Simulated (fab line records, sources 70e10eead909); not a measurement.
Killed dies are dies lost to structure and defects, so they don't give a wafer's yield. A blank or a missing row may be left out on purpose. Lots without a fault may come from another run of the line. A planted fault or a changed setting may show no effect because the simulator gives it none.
Chamber matching | flow nand_harc | NHARC_P_ZERO_WELL_ETCH_63 on rie_si-06: 4 sister chambers
The step etches the open film in HBr/Cl2, target depth 120 nm, time 40.1 s. 8 wafers are shown with their chamber, then 12 later ones without.

WAFERS WITH THEIR CHAMBER
wafer  | chamber | drypump_motor_current_A (A) | oes_product_au (a.u.)
L084.4 | 1       | 5.1                         | 0.982
L086.3 | 1       | 5.2                         | 0.983
L088.3 | 2       | 6.2                         | 0.997
L088.5 | 3       | 5.4                         | 1.003
L088.6 | 0       | 6.8                         | 0.991
L090.1 | 2       | 6.2                         | 0.985
L090.4 | 0       | 6.8                         | 0.986
L090.5 | 3       | 5.4                         | 0.997

WAFERS WITHOUT THEIR CHAMBER
wafer  | drypump_motor_current_A (A) | oes_product_au (a.u.)
L091.1 | 6.7                         | 0.987
L091.3 | 5.1                         | 0.975
L091.4 | 5.4                         | 0.990
L092.1 | 5.1                         | 0.984
L092.2 | 6.7                         | 0.977
L092.4 | 6.2                         | 1.002
L093.1 | 5.4                         | 0.989
L093.3 | 6.2                         | 0.999
L093.6 | 5.1                         | 0.981
L095.3 | 6.2                         | 0.986
L095.5 | 6.7                         | 0.989
L095.6 | 5.1                         | 0.975

WHICH CHAMBER EACH WENT THROUGH
wafer  | from the rows above | in truth
L091.1 | 0                   | 0
L091.3 | 1                   | 1
L091.4 | 3                   | 3
L092.1 | 1                   | 1
L092.2 | 0                   | 0
L092.4 | 2                   | 2
L093.1 | 3                   | 3
L093.3 | 2                   | 2
L093.6 | 1                   | 1
L095.3 | 2                   | 2
L095.5 | 0                   | 0
L095.6 | 1                   | 1
Placed correctly: 12 of 12. Can't be placed from these rows: 0. Placed wrongly: 0.
How it was worked out, from the rows above alone: a wafer's distance from a chamber is the root of the sum, over the readings, of the square of ((its reading less the chamber's mean) divided by the reading's scatter). The wafer belongs to the nearest chamber; if the next one is less than 2 further off, it can't be placed. A chamber's mean is the mean of its shown wafers. The scatter: the root of (the sum of the squares of (reading less its chamber's mean) over the shown wafers, divided by (wafers less chambers)).
